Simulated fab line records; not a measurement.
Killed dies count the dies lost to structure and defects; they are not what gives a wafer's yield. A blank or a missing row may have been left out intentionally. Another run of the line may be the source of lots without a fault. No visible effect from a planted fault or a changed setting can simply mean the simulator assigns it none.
fab line records	flow nand_harc
record lots=6	wafers=18	last_day=33
route steps=1302 shown A_CONTACT@1073 END@1302
lots with no fault: from the same line, run without faults
start_h: start of the lot's first displayed wafer, in hours after the record's first day	wait_h: hours since the lot's step before	" identical to the entry in the row above	L1.1+2: one row covering several wafers at once	- no value present, or no start provided	* or withheld: withheld	< > ~ a bound
route shown NAME@n: NAME is a module with steps in the file, n the number in the route of the first one	usual: mean/standard deviation of fault-free wafers	same: alike in all rows	chamber/n: place in a boat	sites: readings site by site	_std_site: how widely they spread, as a standard deviation	_edge_site: mean of outer sites minus mean of inner sites	radius_mm: how far each site lies from the wafer's centre	mask NAME#n: copy n	behind: tool/chamber where the wafer was last shaped	hold: reason for holding the lot/hours on hold/outcome of the hold	device: the n, p or np transistor that did not switch	end of line: at the end of the route, the tests of the same wafers	a step given without rows: its recipe and nothing more	killed: the dies lost at the first sort to structure and to defects; this is not the yield of the wafer	map: a wafer's dies, x killed, . not, _ none there
set.NAME: setting as actually run; set.NAME@STEP: the setting as run at that earlier step	model.NAME: the simulator's own value behind a step, which no gauge read
lots at selected steps of the route; one table per step, one row per wafer
services: a tool's chamber out of use, with start hour (start_h, from the record's first day; less than 0 if before it), hours out, and reason
## steps
# step NHARC_A_CONTACT_SOFTBAKE_03
# recipe temp_c=105	time_s=55
# step NHARC_A_CONTACT_EBR_04
# step NHARC_A_CONTACT_EXPOSE_05
# recipe na=1.35	sigma_outer=0.8	dose_mj=84.24	mask_id=A_CC
# step NHARC_A_CONTACT_PEB_06
# recipe peb_temp_c=100	peb_time_s=65
# step NHARC_A_CONTACT_DEVELOP_07
# recipe develop_time_s=35	dev_temp_c=23
# step NHARC_A_CONTACT_CD_MEAS_08
# recipe target_cd_nm=200	landing_energy_ev=500
# usual cd_nm=199.7/0.71
lot.wafer	tool	chamber	start_h	wait_h	cd_nm
L166.1	cd_sem-03	0	516.20	-	198.1
L166.2	"	0	"	"	198.8
L166.5	"	0	"	"	200.1
L170.1	cd_sem-03	0	583.31	-	198.1
L170.2	"	0	"	"	199.3
L170.6	"	0	"	"	199.8
L172.2	cd_sem-03	0	593.53	-	199.8
L172.4	"	0	"	"	200.1
L172.6	"	0	"	"	199.5
L178.2	cd_sem-03	0	653.37	-	199.9
L178.4	"	0	"	"	199.9
L178.5	"	0	"	"	201.2
L183.1	cd_sem-03	0	702.04	-	199.3
L183.3	"	0	"	"	198.7
L183.6	"	0	"	"	198.9
L187.1	cd_sem-01	0	742.29	-	201.4
L187.2	"	0	"	"	198.8
L187.6	"	0	"	"	201.4
# step NHARC_A_CONTACT_OVL_MEAS_09
# usual overlay_x_nm=0.1/1.1	overlay_y_nm=0.0/0.94
lot.wafer	tool	chamber	start_h	wait_h	overlay_x_nm	overlay_y_nm
L166.1	overlay-01	-	516.29	-	1.2	-0.3
L166.2	"	-	"	"	1.0	0.2
L166.5	"	-	"	"	1.4	0.1
L170.1	overlay-01	-	583.40	-	-0.5	0.4
L170.2	"	-	"	"	-1.0	1.0
L170.6	"	-	"	"	-0.4	1.1
L172.2	overlay-02	-	593.62	-	0.6	2.0
L172.4	"	-	"	"	-0.1	0.9
L172.6	"	-	"	"	0.6	1.3
L178.2	overlay-01	-	653.45	-	-1.6	-0.5
L178.4	"	-	"	"	-1.2	0.0
L178.5	"	-	"	"	-1.4	0.2
L183.1	overlay-01	-	702.13	-	1.0	-0.2
L183.3	"	-	"	"	0.6	-0.3
L183.6	"	-	"	"	0.9	0.1
L187.1	overlay-01	-	742.37	-	1.0	0.0
L187.2	"	-	"	"	1.1	0.5
L187.6	"	-	"	"	1.3	0.1
# step NHARC_A_CONTACT_INSPECT_10
# usual raw_defect_count=81/42
lot.wafer	tool	chamber	start_h	wait_h	raw_defect_count
L166.1	defect_inspect-01	-	516.33	0.0	67
L166.2	"	-	"	"	56
L166.5	"	-	"	"	68
L170.1	defect_inspect-01	-	583.44	0.0	170
L170.2	"	-	"	"	119
L170.6	"	-	"	"	152
L172.2	defect_inspect-01	-	593.66	0.0	149
L172.4	"	-	"	"	153
L172.6	"	-	"	"	145
L178.2	defect_inspect-01	-	653.49	0.0	55
L178.4	"	-	"	"	54
L178.5	"	-	"	"	57
L183.1	defect_inspect-02	-	702.16	0.0	42
L183.3	"	-	"	"	38
L183.6	"	-	"	"	20
L187.1	defect_inspect-02	-	742.41	0.0	73
L187.2	"	-	"	"	64
L187.6	"	-	"	"	62
# step NHARC_A_CONTACT_DESCUM_13
# recipe time_s=3	o2_flow_sccm=200	ar_flow_sccm=0	bias_power_w=0	chemistry=O2
# usual drypump_motor_current_A=5.8/0.42	oes_product_au=0.996/0.015	rf_vpp_V=57.7/0.88	showerhead_plenum_p_Torr=1.86/0.058	throttle_valve_pct=11.311/0.0087
lot.wafer	tool	chamber	start_h	wait_h	drypump_motor_current_A	oes_product_au	rf_hours_counter_h	rf_vpp_V	showerhead_plenum_p_Torr	throttle_valve_pct
L166.1	rie_diel-01	1	516.40	0.1	5.6	1.006	41	57.5	1.97	11.325
L166.2	"	2	"	"	5.9	1.003	35	58.2	1.87	11.308
L166.5	"	0	"	"	5.9	0.988	-	56.6	1.93	11.316
L170.2	rie_diel-01	3	583.50	0.1	6.3	1.010	9	57.8	1.78	11.307
L170.1	"	0	"	"	5.9	0.995	9	57.7	1.92	11.311
L170.6	"	3	"	"	6.3	1.008	-	58.1	1.78	11.314
L172.4	rie_diel-01	0	593.72	0.1	5.9	1.003	11	56.2	1.92	11.316
L172.2	"	2	"	"	5.9	1.011	4	57.9	1.86	11.313
L172.6	"	0	"	"	5.9	0.994	-	57.7	1.92	11.304
L178.4	rie_diel-13	2	653.55	0.1	6.1	1.007	43	58.2	2.01	11.315
L178.2	"	1	"	"	5.6	0.982	44	56.9	1.96	11.321
L178.5	"	2	"	"	6.1	0.987	-	56.8	2.01	11.292
L183.3	rie_diel-01	2	702.23	0.1	5.9	1.007	42	57.3	1.85	11.308
L183.1	"	3	"	"	6.3	1.001	47	57.4	1.77	11.315
L183.6	"	1	"	"	5.7	1.017	-	55.8	1.95	11.312
L187.1	rie_diel-06	1	742.47	0.1	4.8	0.981	8	57.6	1.85	11.333
L187.2	"	3	"	"	5.9	0.985	10	57.6	1.88	11.315
L187.6	"	2	"	"	5.8	1.000	-	56.2	1.83	11.308
# step NHARC_A_CONTACT_ETCH_88
# recipe target_depth_a=390	over_etch_frac=0.3	time_s=65	ion_energy_ev=80	cf4_flow_sccm=150	ar_flow_sccm=0	rf_w=300	bias_w=100	chemistry=CF4
# usual cf4_flow_sccm=150.0/0.4	drypump_motor_current_A=5.8/0.43	oes_product_au=0.994/0.014	rf_vpp_V=150.6/1.1	run_length_s=86.4/0.35	showerhead_plenum_p_Torr=1.73/0.05	throttle_valve_pct=13.284/0.0094
lot.wafer	tool	chamber	start_h	wait_h	cf4_flow_sccm	drypump_motor_current_A	oes_product_au	rf_hours_counter_h	rf_vpp_V	run_length_s	showerhead_plenum_p_Torr	throttle_valve_pct
L166.2	rie_diel-01	3	516.48	0.1	149.9	6.3	0.987	39	149.1	86.7	1.66	13.277
L166.1	"	1	"	"	150.6	5.7	1.005	41	151.4	86.8	1.81	13.285
L166.5	"	0	"	"	150.9	5.9	0.991	-	152.0	86.2	1.78	13.288
L170.2	rie_diel-01	1	583.60	0.1	150.1	5.7	1.033	7	151.4	87.0	1.81	13.297
L170.1	"	3	"	"	149.8	6.4	1.005	9	151.4	86.7	1.66	13.282
L170.6	"	3	"	"	149.8	6.3	1.003	-	150.9	87.0	1.66	13.287
L172.4	rie_diel-01	0	593.81	0.1	150.6	5.9	0.993	11	151.0	85.9	1.77	13.282
L172.2	"	2	"	"	149.9	5.9	0.992	4	151.1	86.1	1.72	13.285
L172.6	"	3	"	"	150.2	6.3	1.003	-	149.6	87.2	1.65	13.278
L178.4	rie_diel-13	0	653.63	0.1	149.9	5.9	0.995	42	150.2	85.6	1.79	13.278
L178.2	"	3	"	"	149.4	5.1	0.997	40	150.8	86.2	1.66	13.280
L178.5	"	0	"	"	149.4	5.9	0.987	-	151.1	85.9	1.79	13.276
L183.3	rie_diel-01	3	702.46	0.2	150.8	6.3	1.010	47	148.9	87.4	1.65	13.277
L183.1	"	0	"	"	150.5	5.9	0.975	46	150.3	86.5	1.76	13.281
L183.6	"	3	"	"	150.6	6.4	1.004	-	148.8	86.7	1.65	13.279
L187.2	rie_diel-06	0	742.56	0.1	150.4	6.1	1.007	10	148.5	87.0	1.68	13.289
L187.1	"	1	"	"	150.5	4.8	0.991	9	150.9	86.2	1.72	13.306
L187.6	"	0	"	"	149.6	6.1	1.013	-	148.9	86.8	1.68	13.289
# step NHARC_A_CONTACT_ETCH_89
# recipe target_depth_a=2600	over_etch_frac=0.3	time_s=475.3	ion_energy_ev=200	n2_flow_sccm=150	h2_flow_sccm=150	ar_flow_sccm=0	rf_w=400	bias_w=150	chemistry=N2/H2
# usual drypump_motor_current_A=5.8/0.44	oes_product_au=0.994/0.015	rf_vpp_V=428.9/2	run_length_s=496.8/0.42	showerhead_plenum_p_Torr=1.99/0.064	throttle_valve_pct=14.173/0.0092
lot.wafer	tool	chamber	start_h	wait_h	drypump_motor_current_A	oes_product_au	rf_hours_counter_h	rf_vpp_V	run_length_s	showerhead_plenum_p_Torr	throttle_valve_pct
L166.1	rie_diel-01	1	-	-	5.7	1.007	41	430.5	497.6	2.10	14.184
L166.2	"	2	"	"	5.9	0.997	35	427.9	496.8	1.99	14.174
L166.5	"	0	"	"	5.9	0.997	-	430.4	496.8	2.05	14.171
L170.2	rie_diel-01	1	-	-	5.7	1.016	7	430.5	496.7	2.09	14.181
L170.1	"	3	"	"	6.3	1.001	9	426.7	497.4	1.90	14.166
L170.6	"	1	"	"	5.7	1.018	-	430.7	496.8	2.09	14.169
L172.2	rie_diel-01	1	-	-	5.6	1.032	9	431.6	497.0	2.09	14.174
L172.4	"	2	"	"	5.9	0.997	4	426.9	496.3	1.98	14.176
L172.6	"	2	"	"	5.9	1.001	-	429.6	496.6	1.98	14.171
L178.4	rie_diel-13	1	-	-	5.6	0.995	44	433.2	497.9	2.09	14.156
L178.2	"	2	"	"	6.1	0.994	43	434.4	496.9	2.14	14.182
L178.5	"	3	"	"	5.1	0.994	-	426.4	496.4	1.90	14.174
L183.1	rie_diel-01	0	-	-	5.9	0.965	46	431.4	496.3	2.03	14.187
L183.3	"	2	"	"	5.9	1.001	42	427.6	496.9	1.97	14.173
L183.6	"	1	"	"	5.7	1.010	-	432.1	497.1	2.08	14.177
L187.2	rie_diel-06	3	-	-	5.8	0.987	10	429.8	496.9	2.00	14.182
L187.1	"	0	"	"	6.2	1.011	10	427.6	496.9	1.93	14.203
L187.6	"	0	"	"	6.2	1.003	-	427.6	496.8	1.93	14.167
# step NHARC_A_CONTACT_ETCH_30
# recipe target_depth_a=726	time_s=36.3	cf4_flow_sccm=100	chf3_flow_sccm=30	ar_flow_sccm=0	rf_w=500	bias_w=200	chemistry=CF4/CHF3
# usual cf4_flow_sccm=100.01/0.3	drypump_motor_current_A=5.8/0.45	oes_product_au=0.928/0.02	rf_vpp_V=369.1/1.7	run_length_s=57.8/0.39	showerhead_plenum_p_Torr=1.53/0.044	throttle_valve_pct=16.803/0.0099
lot.wafer	tool	chamber	start_h	wait_h	cf4_flow_sccm	drypump_motor_current_A	oes_product_au	rf_hours_counter_h	rf_vpp_V	run_length_s	showerhead_plenum_p_Torr	throttle_valve_pct
L166.1	rie_diel-01	2	-	-	99.94	5.9	0.939	36	370.0	57.4	1.54	16.813
L166.2	"	0	"	"	99.98	5.9	0.918	45	370.8	57.7	1.58	16.813
L166.5	"	3	"	"	100.79	6.3	0.924	-	366.1	58.3	1.48	16.803
L170.2	rie_diel-01	3	-	-	100.37	6.3	0.966	9	369.4	58.2	1.47	16.798
L170.1	"	1	"	"	99.85	5.7	0.991	7	373.7	57.7	1.61	16.797
L170.6	"	0	"	"	100.68	5.9	0.948	-	371.5	57.2	1.58	16.794
L172.2	rie_diel-01	3	-	-	100.11	6.3	0.923	11	366.9	58.9	1.47	16.801
L172.4	"	0	"	"	100.35	5.9	0.911	11	370.4	57.3	1.58	16.820
L172.6	"	2	"	"	100.39	5.9	0.926	-	368.2	57.4	1.53	16.792
L178.2	rie_diel-13	1	-	-	99.99	5.6	0.907	44	371.8	58.8	1.61	16.797
L178.4	"	2	"	"	100.11	6.1	0.940	43	373.0	57.9	1.65	16.814
L178.5	"	0	"	"	99.90	5.9	0.917	-	373.0	57.0	1.60	16.818
L183.3	rie_diel-01	3	-	-	100.35	6.3	0.938	48	366.9	58.1	1.46	16.786
L183.1	"	2	"	"	99.81	5.9	0.921	42	369.3	57.4	1.52	16.788
L183.6	"	3	"	"	100.18	6.3	0.921	-	368.7	58.6	1.46	16.812
L187.2	rie_diel-06	1	-	-	99.83	4.9	0.914	9	368.5	57.8	1.53	16.810
L187.1	"	3	"	"	99.96	5.9	0.924	11	368.7	58.1	1.54	16.802
L187.6	"	1	"	"	99.86	4.8	0.919	-	369.6	57.6	1.53	16.805
# step NHARC_A_CONTACT_ETCH_31
# recipe target_depth_a=28000	over_etch_frac=0.3	time_s=728	ion_energy_ev=150	o2_flow_sccm=400	cos_flow_sccm=20	ar_flow_sccm=0	rf_w=500	bias_w=300	chemistry=O2/COS
# usual cos_flow_sccm=20.01/0.056	drypump_motor_current_A=5.8/0.43	oes_product_au=0.995/0.014	rf_vpp_V=313.0/1.7	run_length_s=749.5/0.35	showerhead_plenum_p_Torr=3.04/0.089	throttle_valve_pct=28.330/0.0088
lot.wafer	tool	chamber	start_h	wait_h	cos_flow_sccm	drypump_motor_current_A	oes_product_au	rf_hours_counter_h	rf_vpp_V	run_length_s	showerhead_plenum_p_Torr	throttle_valve_pct
L166.2	rie_diel-01	3	517.00	-	20.05	6.3	0.985	39	310.2	750.2	2.93	28.333
L166.1	"	1	"	"	20.05	5.7	1.008	42	316.3	749.6	3.20	28.334
L166.5	"	3	"	"	19.95	6.3	0.988	-	312.1	750.1	2.93	28.318
L170.2	rie_diel-01	1	584.28	-	20.06	5.7	1.024	7	315.5	584.7	3.19	28.327
L170.1	"	3	"	"	20.06	6.4	1.009	9	310.8	584.9	2.92	28.331
L170.6	"	1	"	"	20.06	5.7	1.034	-	315.4	584.4	3.19	28.326
L172.2	rie_diel-01	0	594.37	-	19.95	5.9	0.994	11	313.7	584.2	3.13	28.336
L172.4	"	2	"	"	19.96	5.9	1.016	4	312.1	584.0	3.04	28.329
L172.6	"	3	"	"	20.12	6.3	1.002	-	311.1	584.6	2.92	28.325
L178.2	rie_diel-13	1	654.19	-	20.02	5.6	0.990	44	314.6	749.8	3.19	28.336
L178.4	"	3	"	"	19.96	5.1	0.994	41	309.8	749.2	2.92	28.332
L178.5	"	2	"	"	20.03	6.1	0.991	-	316.5	749.7	3.27	28.315
L183.1	rie_diel-01	2	703.02	-	20.10	5.9	1.002	42	312.5	749.7	3.02	28.329
L183.3	"	3	"	"	19.98	6.3	1.002	48	310.2	750.1	2.90	28.338
L183.6	"	3	"	"	20.01	6.3	1.005	-	311.5	749.8	2.90	28.330
L187.2	rie_diel-06	3	743.12	-	20.03	5.9	0.989	11	313.0	749.2	3.06	28.326
L187.1	"	0	"	"	20.09	6.1	0.999	11	311.3	750.1	2.96	28.340
L187.6	"	2	"	"	19.90	5.8	0.996	-	312.4	749.5	2.99	28.333
# step NHARC_A_CONTACT_ETCH_134
# recipe source_w=withheld	pressure_mtorr=20	bias_v=withheld	time_s=140	target_depth_a=7000	ar_flow_sccm=withheld	c4f8_flow_sccm=withheld	o2_flow_sccm=withheld	chemistry=C4F8/O2/Ar
# usual run_length_s=141.5/0.49
lot.wafer	tool	chamber	start_h	wait_h	rf_hours_counter_h	run_length_s
L166.1	har_cap_etch-02	0	517.53	-	87	141.4
L166.2	"	1	"	"	87	141.3
L166.5	"	0	"	"	-	141.3
L170.1	har_cap_etch-02	0	584.91	-	98	142.2
L170.2	"	1	"	"	98	141.5
L170.6	"	1	"	"	-	141.6
L172.2	har_cap_etch-02	1	594.85	-	99	141.2
L172.4	"	0	"	"	-	141.8
L172.6	"	0	"	"	-	141.5
L178.2	har_cap_etch-02	0	654.71	-	110	141.2
L178.4	"	0	"	"	-	141.6
L178.5	"	0	"	"	-	141.5
L183.1	har_cap_etch-03	1	703.56	-	80	141.8
L183.3	"	1	"	"	-	142.0
L183.6	"	0	"	"	-	140.3
L187.2	har_cap_etch-02	0	743.59	-	125	141.3
L187.1	"	1	"	"	125	141.6
L187.6	"	1	"	"	-	141.5
# step NHARC_END_SORT_01
# recipe temp_c=25
# usual killed_at_array=54/21	killed_at_other=0.9/1.1	killed_at_periphery=3.5/2.5	killed_dies=58/21	killed_open=3.3/1.9	killed_short=2.6/1.8
# same gross_dies=677
lot.wafer	tool	chamber	start_h	wait_h	hold	killed_at_array	killed_at_other	killed_at_periphery	killed_dies	killed_open	killed_short
L170.1	prober-02	0	639.07	2.5	await_dispo/1.7h/release	296	0	2	298	3	2
L170.2	prober-02	0	639.88	2.8	await_dispo/1.7h/release	321	1	7	329	2	2
L170.6	prober-02	0	643.11	4.0	await_dispo/1.7h/release	311	0	8	319	2	1
L172.2	prober-01	0	643.29	2.8	await_dispo/2.3h/release	370	1	1	372	3	3
L172.4	prober-01	0	644.89	3.4	await_dispo/2.3h/release	365	0	1	366	3	1
L172.6	prober-01	0	646.50	4.0	await_dispo/2.3h/release	258	0	3	261	0	3
L178.2	prober-02	0	706.27	2.8	-	45	3	2	50	3	0
L178.4	prober-02	0	707.85	3.4	-	43	0	1	44	5	2
L178.5	prober-02	0	708.65	3.7	-	44	0	4	48	5	3
L183.1	prober-01	0	755.67	2.5	-	37	2	2	41	1	2
L183.3	prober-01	0	757.27	3.1	-	29	1	2	32	0	3
L183.6	prober-01	0	759.66	4.0	-	21	0	4	25	1	1
# killed by level:class
L170.1 A_CONTACT:area_etch=196 A_CHANNEL_HOLE_D1:chamber_film_flake=36 A_CHANNEL_HOLE_D2:chamber_film_flake=34 A_SLIT:chamber_film_flake=19 A_CONTACT:chamber_film_flake=4 P_M2:chamber_film_flake=2 A_STAIRCASE:chamber_film_flake=2 A_ONON_D2:geometric_particle:open=1
L170.2 A_CONTACT:area_etch=229 A_CHANNEL_HOLE_D1:chamber_film_flake=31 A_CHANNEL_HOLE_D2:chamber_film_flake=31 A_SLIT:chamber_film_flake=20 P_M2:chamber_film_flake=5 A_STAIRCASE:chamber_film_flake=3 A_CONTACT:chamber_film_flake=3 P_GATE:geometric_particle:open=1
L170.6 A_CONTACT:area_etch=216 A_CHANNEL_HOLE_D2:chamber_film_flake=37 A_CHANNEL_HOLE_D1:chamber_film_flake=27 A_SLIT:chamber_film_flake=17 P_M2:chamber_film_flake=5 A_DECK1_JOINT:chamber_film_flake=3 A_STAIRCASE:chamber_film_flake=2 A_CONTACT:chamber_film_flake=2
L172.2 A_CONTACT:area_etch=301 A_CHANNEL_HOLE_D2:chamber_film_flake=24 A_CHANNEL_HOLE_D1:chamber_film_flake=18 A_SLIT:chamber_film_flake=16 A_CONTACT:chamber_film_flake=3 A_SOURCE_PLATE:geometric_particle:short=1 A_CHANNEL_FILL_D1:geometric_particle:open=1 A_DECK1_JOINT:geometric_particle:short=1
L172.4 A_CONTACT:area_etch=271 A_CHANNEL_HOLE_D2:chamber_film_flake=31 A_CHANNEL_HOLE_D1:chamber_film_flake=29 A_SLIT:chamber_film_flake=26 A_STAIRCASE:chamber_film_flake=3 P_CONTACT:geometric_particle:open=1 A_CHANNEL_HOLE_D1:geometric_particle:open=1 A_ONON_D2:geometric_particle:open=1
L172.6 A_CONTACT:area_etch=186 A_CHANNEL_HOLE_D2:chamber_film_flake=27 A_SLIT:chamber_film_flake=23 A_CHANNEL_HOLE_D1:chamber_film_flake=16 A_ZERO_WELL:chamber_film_flake=2 P_M0:geometric_particle:short=1 A_WL_FILL:geometric_particle:short=1 A_BLC:geometric_particle:short=1
L178.2 A_CHANNEL_HOLE_D1:chamber_film_flake=33 A_CONTACT:chamber_film_flake=4 THIN_TSV:chamber_film_flake=3 A_WL_FILL:geometric_particle:open=2 A_DECK1_JOINT:chamber_film_flake=2 A_STAIRCASE:chamber_film_flake=2 A_M0:geometric_particle:open=1 P_STI:chamber_film_flake=1
L178.4 A_CHANNEL_HOLE_D1:chamber_film_flake=28 A_SLIT:chamber_film_flake=4 A_ONON_D2:geometric_particle:open=2 A_CHANNEL_FILL_D2:chamber_film_flake=2 P_M0:geometric_particle:open=1 A_CONTACT:geometric_particle:open=1 A_M0:geometric_particle:open=1 A_M0:geometric_particle:short=1
L178.5 A_CHANNEL_HOLE_D1:chamber_film_flake=29 A_SLIT:chamber_film_flake=3 A_DECK1_JOINT:chamber_film_flake=2 A_CONTACT:chamber_film_flake=2 P_STI:geometric_particle:open=1 P_GATE:geometric_particle:open=1 A_CHANNEL_HOLE_D1:geometric_particle:short=1 A_CHANNEL_FILL_D1:geometric_particle:open=1
L183.1 A_CHANNEL_HOLE_D1:chamber_film_flake=16 A_SLIT:chamber_film_flake=9 A_CONTACT:chamber_film_flake=8 THIN_TSV:chamber_film_flake=2 A_ONON_D2:geometric_particle:short=1 A_CHANNEL_HOLE_D2:geometric_particle:short=1 A_SGD_CUT:geometric_particle:open=1 P_GATE:chamber_film_flake=1
L183.3 A_CHANNEL_HOLE_D1:chamber_film_flake=11 A_SLIT:chamber_film_flake=6 A_CONTACT:chamber_film_flake=6 A_STAIRCASE:chamber_film_flake=2 A_SOURCE_PLATE:geometric_particle:short=1 A_CHANNEL_HOLE_D1:geometric_particle:short=1 A_WL_FILL:geometric_particle:short=1 P_STI:chamber_film_flake=1
L183.6 A_CHANNEL_HOLE_D1:chamber_film_flake=9 A_SLIT:chamber_film_flake=4 A_CONTACT:chamber_film_flake=4 P_GATE:chamber_film_flake=2 A_CHANNEL_HOLE_D2:chamber_film_flake=2 P_M1:geometric_particle:open=1 A_SOURCE_PLATE:geometric_particle:short=1 P_STI:chamber_film_flake=1
# map L170.2 (x killed, . not)
____________x____________
_________xxxxxxx_________
_______xxx.xxx.xxx_______
______xxxx..xxxxxxx______
_____xxxxx..xx.xxxxx_____
____x.xx..xxx..xxx.xx____
____xx.xx.x..x.xxxxxx____
___xxx.x....xx.xxxxxxx___
___xx.xxx....xxxxxxxxx___
__xx.xxx..x..x.xxxxxxxx__
__xxxxx...........xxxxx__
_xxx.xx..x.......xxx.xx._
_xxxx.x.x...........xx.._
_xx.....x...........x..x_
_xxx..x..x...x.......x.x_
_x.xxxx.x..........x.xxx_
xxx...xxx............xxxx
xxx.xxxxx..............xx
xxxxx..xxx......x.x.....x
xxxxx.xxxx..............x
xxx.x.xxx........x...x.x.
_xx.xxx..xx.......x...xx_
_xxxxx...............x.._
_x.xxx.x...............x_
_xxxxxx..x............x._
_xxxxx.x..............xx_
__xxxxx.....x.......x.x__
__xx.xxx..............x__
___xx...xx...x.....xxx___
___xxxx...............___
____xxxx.x..x.....x.x____
____xxxxxxxx.x.xx..xx____
_____xxx..x.xxxxx.x._____
______xxxxx.x....xx______
_______xxx.xxxxxxx_______
_________xxxxxxx_________
____________x____________
# map L172.2 (x killed, . not)
____________x____________
_________x.xxxxx_________
_______...x.xxx.x._______
______...xxxxx.xxxx______
_____..xxx.xxxx.xx.x_____
____x.x..xx.xxxxxxx.x____
____.x.x.xxx..xxxxxxx____
___.x..xxxxxxxxxxxxxx.___
___...xx.x.xx.xxxxxx.x___
__..xxxx.x.xxxxxxx.xxx.__
__.xx.xx.x.xxx.xxxxxx..__
_..x.xxxxxxxx.xxxxxxxxx._
_...x.xxxxxxxxxxx...xx.._
_..xx.xxxxxxxxxxxxxx...._
_x..xx.xxxxxxxxxxxx..x.._
_x.xxxxxx.xxxxxxx.xxx.x._
.x..x.xxxxxxxxxxxx.x.x...
..x.xxxxxxxxxxxxxxxx.xx..
.x..xxx.xxxxxxx.xxxx..xx.
..x.xxxxxxxxxxxxxxxx..x..
...xxxx.xxxxxxxxx..xx....
_.xx.xxxxxxxxxxxxx..xx.x_
_..x.x.xxxxxxxxx.xx....._
_...xxxxx.xx.xxx..xx...._
_...xx.xxxxxxxx.x......._
_...x....xx.xxxxxx.xx..._
__...xx...xxx.xx..xx...__
__.......x.xx.x.xx.....__
___.......x...x.x...x.___
___........x..x.......___
____.......x.........____
____......xxx........____
_____......x.x..x..x_____
______.............______
_______..........._______
_________......._________
____________.____________
## services
tool	chamber	start_h	hours	kind
rie_diel-01	0	513.25	-	clean
rie_diel-01	1	513.25	-	clean
rie_diel-01	2	513.25	-	clean
rie_diel-01	3	513.25	-	clean
rie_diel-13	3	517.00	2.9	repair
rie_diel-13	2	518.14	4.1	repair
rie_diel-13	-	520.08	9.0	pm
rie_diel-01	0	537.81	-	clean
rie_diel-01	1	537.81	-	clean
rie_diel-01	2	537.81	-	clean
rie_diel-01	3	537.81	-	clean
rie_diel-01	0	544.62	-	consumable_replace:focus_ring
rie_diel-01	0	544.62	9.0	scheduled_down
rie_diel-01	2	573.91	10.4	repair
rie_diel-13	-	586.75	0.2	repair
rie_diel-01	0	630.12	3.1	repair
har_cap_etch-03	-	632.38	0.8	repair
har_cap_etch-03	-	642.38	2.3	repair
rie_diel-06	-	660.48	0.3	repair
rie_diel-06	-	661.31	9.0	pm
rie_diel-01	0	665.61	2.4	repair
rie_diel-06	1	670.89	15.1	repair
rie_diel-13	-	697.16	9.0	pm
rie_diel-01	-	734.83	9.0	pm
## key
first_sign step=NHARC_A_CONTACT_ETCH_31	reading=run_length_s	direction=down	sigmas=99+	usual=*	struck=*
effect step=NHARC_END_SORT_01	reading=killed_at_array	direction=up	sigmas=13	usual=54	struck=320
more_kills_born_at NHARC_A_CONTACT_ETCH_31@rie_diel-01=1399
met_at NHARC_A_CONTACT_ETCH_31
struck_wafers L170.1,L170.2,L170.6,L172.2,L172.4,L172.6
tester_left_out L170,L172
onset_between 517.00 584.28
fault kind=process_parameter_drift	tool=rie_diel-01	chamber=-	onset_h=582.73	steps=NHARC_A_CONTACT_ETCH_31	channel=time_s	offset=*	shape=step	end_h=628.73	acts_in=*	stated=*
# tester_left_out: of these lots the tester's yield and bins aren't shown, on N5 and GAA mostly nor the transistor test; their killed dies are dies lost to structure and defects alone, not to doping, threshold or leakage, so they don't give the yield
